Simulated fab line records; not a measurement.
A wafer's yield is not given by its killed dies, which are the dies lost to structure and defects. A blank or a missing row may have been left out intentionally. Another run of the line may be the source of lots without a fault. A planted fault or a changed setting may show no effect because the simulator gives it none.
Which tool was responsible?	flow n5-finfet	12 lots with 36 wafers sampled at 2 steps, on a route of 1938 steps

## WHAT THE GAUGES READ, wafer by wafer
N5_MOL_CONTACT_COAG_THK_MEAS_53. Usual: for VIA_MOL_THK the level is 43.9 nm and the standard deviation is 0.67.
lot	measured	on	VIA_MOL_THK (nm)	flag
L606	day 5 07:58	film-metro-01	44.6 44.4 43.9	
L608	day 5 20:17	film-metro-01	43.0 43.5 44.1	
L613	day 6 21:30	film-metro-01	43.4 43.5 42.9	
L617	day 7 23:45	film-metro-01	42.8 43.4 40.7	
L618	day 8 12:26	film-metro-01	40.6 42.7 44.1	
L620	day 8 20:34	film-metro-02	44.3 44.2 43.5	
L621	day 9 04:07	film-metro-01	43.7 44.8 45.1	
L623	day 9 11:28	film-metro-02	43.6 43.1 44.5	
L624	day 9 22:13	film-metro-02	43.9 44.7 44.3	
L625	day 9 23:18	film-metro-01	43.6 43.6 44.0	
L627	day 10 12:44	film-metro-02	44.1 43.5 44.9	
L628	day 10 20:07	film-metro-02	44.5 44.6 45.1	

## TOOL THAT RAN EACH LOT (tool first, then ch and the chambers of the sampled wafers, then the start)
lot	N5_MOL_CONTACT_COAG_PECVD_31
L606	pecvd-03 ch 0,2, day 5 01:57
L608	pecvd-03 ch 1,2, day 5 16:17
L613	pecvd-04 ch 0,1,2, day 6 17:41
L617	pecvd-04 ch 0,1, day 7 20:19
L618	pecvd-04 ch 0,1,2, day 8 06:40
L620	pecvd-01 ch 0,2, day 8 13:51
L621	pecvd-03 ch 1,2, day 9 00:05
L623	pecvd-03 ch 1,2, day 9 07:49
L624	pecvd-01 ch 0,1, day 9 18:18
L625	pecvd-01 ch 0,1, day 9 19:06
L627	pecvd-01 ch 0,2, day 10 09:07
L628	pecvd-03 ch 0,2, day 10 15:44
- N5_MOL_CONTACT_COAG_PECVD_31: deposits SiO2 from TEOS/O2, target thk 46 nm, time 8.9 s.

## AS READ BY THE TOOLS THEMSELVES (means over the sampled wafers that have a number; for cases with no such wafer, the mark the record gives instead)
The record holds no such reading with a usual standard deviation.

## THE ANSWER, worked out from the rows above alone
Rule: take the mean of a lot's wafers that have a number; if it is more than 3 standard deviations from the usual mean, the lot is off. A lot without any number at a reading at which 4 lots or more have one is off too. Where the step has rows for the other lots, those lots are counted as sound. The gauges are gone through in route order, then the tools' own readings, and for those a lot's mean is taken as printed above. The first step at which some lot is off is used, and at that step the reading that is off furthest; a lot without a number counts as furthest.
None of the lots is off at any reading shown; this tells nothing.

## WHAT THE SIMULATOR PUT IN
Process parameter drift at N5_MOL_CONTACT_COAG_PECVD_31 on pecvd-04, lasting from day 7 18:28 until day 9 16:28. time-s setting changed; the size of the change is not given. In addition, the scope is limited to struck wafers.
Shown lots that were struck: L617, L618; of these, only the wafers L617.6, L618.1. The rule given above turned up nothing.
